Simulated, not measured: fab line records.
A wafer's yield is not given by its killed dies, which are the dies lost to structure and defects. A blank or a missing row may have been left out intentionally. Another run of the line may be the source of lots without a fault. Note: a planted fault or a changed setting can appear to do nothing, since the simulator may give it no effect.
Matching of chambers | flow n5-finfet | 4 sister chambers for N5_BEOL_M8_VIA_ETCH_34 on rie-diel-01
The step etches SiCOH lowk in C4F6/O2, target depth 125.5 nm, time 50.5 s. 8 wafers are shown with their chamber, then 8 later ones without.

## EACH WAFER AND ITS CHAMBER
wafer  | chamber | throttle-valve-pct (%) | showerhead-plenum-p-Torr (Torr)
L081.1 | 0       | 21.3                   | 2.93
L081.3 | 2       | 21.3                   | 2.70
L082.4 | 3       | 20.6                   | 2.77
L082.6 | 3       | 20.5                   | 2.77
L085.2 | 2       | 21.3                   | 2.70
L085.3 | 0       | 21.3                   | 2.93
L085.4 | 1       | 20.9                   | 2.75
L092.1 | 1       | 20.9                   | 2.74

## WAFERS MISSING THEIR CHAMBER
wafer  | throttle-valve-pct (%) | showerhead-plenum-p-Torr (Torr)
L092.2 | 21.3                   | 2.69
L092.6 | 20.9                   | 2.92
L094.1 | 21.0                   | 2.92
L094.2 | 20.6                   | 2.76
L094.5 | 20.9                   | 2.92
L096.2 | 20.6                   | 2.76
L096.4 | 21.3                   | 2.69
L096.5 | 20.9                   | 2.92

## THE CHAMBER EACH PASSED THROUGH
wafer  | from the rows above | in truth
L092.2 | 2                   | 2
L092.6 | 0                   | 0
L094.1 | 0                   | 0
L094.2 | 3                   | 3
L094.5 | 0                   | 0
L096.2 | 3                   | 3
L096.4 | 2                   | 2
L096.5 | 0                   | 0
8 of 8 placed correctly. Can't be placed from these rows: 0. Placed wrongly: 0.
How it was worked out, from the rows above alone: a wafer's distance from a chamber is the root of the sum, over the readings, of the square of ((its reading less the chamber's mean) divided by the reading's scatter). If the next closest chamber is less than 2 further off than the closest, the wafer can't be placed; otherwise it belongs to the closest. A chamber's mean is the mean of its shown wafers. The scatter is the square root of a quotient: the sum, over the shown wafers, of each reading's squared deviation from its chamber's mean, divided by wafers minus chambers.
